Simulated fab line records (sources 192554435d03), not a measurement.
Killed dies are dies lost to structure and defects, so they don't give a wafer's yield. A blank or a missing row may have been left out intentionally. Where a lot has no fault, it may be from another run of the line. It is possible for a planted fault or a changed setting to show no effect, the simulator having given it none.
The tool behind it: which one?    flow n5-finfet    72 wafers from 24 lots sampled at 2 of the route's 1938 steps

== WHAT EACH GAUGE READ, for each wafer ==
N5_HKMG_FIN_OVL_MEAS_13. Usual: for NWFM_OVL the level is -0.4 nm and the standard deviation is 0.72.
lot   measured      on          NWFM_OVL (nm)   flag
L074  day 4 02:09   overlay-02  -0.4 -0.9 -1.7  
L075  day 4 09:17   overlay-02  -1.5 -0.6 -1.0  
L076  day 4 13:49   overlay-01  0.8 -0.5 -0.8   
L077  day 4 19:29   overlay-02  1.1 -0.5 -0.3   
L078  day 5 06:43   overlay-01  -0.1 -1.1 -0.1  
L079  day 5 14:17   overlay-02  -0.5 -1.2 0.0   
L080  day 5 16:34   overlay-02  -0.3 -0.5 -0.1  
L081  day 6 01:52   overlay-02  0.1 -0.5 0.4    
L082  day 6 06:32   overlay-01  -0.3 -1.0 -1.4  
L083  day 6 08:50   overlay-01  -0.8 -0.6 -1.0  
L084  day 6 18:31   overlay-02  0.6 1.0 0.0     
L085  day 6 21:34   overlay-01  -0.5 -0.3 -0.7  
L086  day 7 06:04   overlay-01  -2.4 -1.6 -0.4  
L087  day 7 09:28   overlay-01  0.6 -0.9 0.3    
L088  day 7 15:25   overlay-01  -1.3 -0.1 -1.4  
L089  day 7 21:30   overlay-02  0.0 -0.6 -1.2   
L090  day 8 03:50   overlay-01  -1.2 0.0 -0.7   
L091  day 8 09:18   overlay-01  -0.2 -0.4 0.5   
L092  day 8 16:17   overlay-01  -1.5 -0.5 -0.4  
L093  day 8 23:32   overlay-01  -0.4 0.3 0.6    
L094  day 9 04:22   overlay-02  -0.5 -1.1 0.3   
L095  day 9 10:17   overlay-01  0.8 -0.7 -1.0   
L096  day 9 17:00   overlay-01  -0.3 -0.5 -1.4  
L097  day 10 00:07  overlay-01  0.5 0.9 0.0     

== TOOL THAT RAN EACH LOT (tool first, then ch and the chambers of the sampled wafers, then the start) ==
lot   N5_HKMG_FIN_DESCUM_53
L074  rie-diel-06 ch 0,1,2, day 3 22:58
L075  rie-diel-04 ch 1,3, day 4 05:59
L076  rie-diel-04 ch 0,1,3, day 4 10:36
L077  rie-diel-03 ch 0,1,3, day 4 16:07
L078  rie-diel-04 ch 0,3, day 5 03:31
L079  rie-diel-06 ch 1,3, day 5 10:58
L080  rie-diel-06 ch 0,2,3, day 5 13:06
L081  rie-diel-04 ch 0,1,3, day 5 22:40
L082  rie-diel-04 ch 0,3, day 6 03:13
L083  rie-diel-04 ch 2,3, day 6 05:27
L084  rie-diel-04 ch 1,2,3, day 6 15:07
L085  rie-diel-06 ch 0,2, day 6 18:14
L086  rie-diel-04 ch 0,2,3, day 7 02:37
L087  rie-diel-03 ch 0,1,3, day 7 05:58
L088  rie-diel-04 ch 1,2, day 7 11:56
L089  rie-diel-06 ch 1,2,3, day 7 18:09
L090  rie-diel-04 ch 1,2,3, day 8 00:26
L091  rie-diel-03 ch 1,2,3, day 8 05:59
L092  rie-diel-03 ch 0,1,2, day 8 12:56
L093  rie-diel-06 ch 0,1,3, day 8 20:12
L094  rie-diel-03 ch 0,1, day 9 01:10
L095  rie-diel-06 ch 2,3, day 9 06:42
L096  rie-diel-06 ch 0,2,3, day 9 13:23
L097  rie-diel-04 ch 2,3, day 9 20:56
- N5_HKMG_FIN_DESCUM_53: chemistry O2, time 7.9 s.

== AS READ BY THE TOOLS THEMSELVES (means over the sampled wafers that have a number; for cases with no such wafer, the mark the record gives instead) ==
N5_HKMG_FIN_DESCUM_53. Usual: bias-power-w 20.00 W, standard deviation 0.056; drypump-motor-current-A 5.7 A, standard deviation 0.58; oes-product-au 0.82 a.u., standard deviation 0.092; rf-vpp-V 242.4 V, standard deviation 1.1; showerhead-plenum-p-Torr 2.05 Torr, standard deviation 0.054; throttle-valve-pct 20.47 %, standard deviation 0.18.
lot   tool         bias-power-w (W)  drypump-motor-current-A (A)  oes-product-au (a.u.)  rf-vpp-V (V)  showerhead-plenum-p-Torr (Torr)  throttle-valve-pct (%)  flag
L074  rie-diel-06  20.02             5.1                          0.84                   242.2         2.01                             20.37                   
L075  rie-diel-04  20.03             5.8                          0.93                   242.6         2.07                             20.54                   
L076  rie-diel-04  19.98             5.7                          0.88                   242.0         2.05                             20.44                   
L077  rie-diel-03  20.00             6.0                          0.79                   242.7         2.04                             20.57                   
L078  rie-diel-04  19.96             5.6                          0.86                   242.6         2.05                             20.57                   
L079  rie-diel-06  20.07             5.5                          0.81                   241.7         2.04                             20.47                   
L080  rie-diel-06  19.98             5.8                          0.78                   241.8         2.03                             20.57                   
L081  rie-diel-04  19.99             5.7                          0.85                   242.4         2.04                             20.47                   
L082  rie-diel-04  20.02             5.6                          0.86                   243.1         2.05                             20.59                   
L083  rie-diel-04  20.00             5.7                          0.83                   242.5         2.06                             20.64                   
L084  rie-diel-04  19.93             5.9                          0.83                   242.8         2.06                             20.52                   
L085  rie-diel-06  20.00             5.2                          0.81                   242.2         2.01                             20.42                   
L086  rie-diel-04  20.02             5.7                          0.78                   241.7         2.04                             20.53                   
L087  rie-diel-03  19.98             6.0                          0.85                   243.8         2.12                             20.44                   
L088  rie-diel-04  20.01             6.0                          0.82                   242.7         2.06                             20.40                   
L089  rie-diel-06  20.04             5.6                          0.84                   242.1         2.02                             20.48                   
L090  rie-diel-04  19.98             5.9                          0.81                   242.0         2.06                             20.53                   
L091  rie-diel-03  20.02             5.9                          0.84                   243.3         2.08                             20.27                   
L092  rie-diel-03  19.97             5.5                          0.83                   242.7         2.06                             20.46                   
L093  rie-diel-06  19.97             5.6                          0.87                   242.6         2.04                             20.42                   
L094  rie-diel-03  20.02             6.1                          0.75                   242.6         2.03                             20.65                   
L095  rie-diel-06  19.99             6.2                          0.86                   241.8         2.04                             20.55                   
L096  rie-diel-06  20.02             5.8                          0.82                   242.1         2.02                             20.50                   
L097  rie-diel-04  20.01             5.7                          0.79                   241.7         2.05                             20.69                   

== THE ANSWER, worked out from the rows above alone ==
Rule: lot off if the mean of its wafers having a number is beyond 3 standard deviations from the usual mean. Also off: a lot with no number at a reading for which 4 or more lots have one. All remaining lots with rows at the step are treated as sound. First the gauges in route order, then the tools' own readings, where a lot's mean is used as printed above. The first step at which some lot is off is used, and at that step the reading that is off furthest; a lot without a number counts as furthest.
No lot is off at any reading shown: from this, nothing can be told.

== WHAT WAS PUT IN BY THE SIMULATOR ==
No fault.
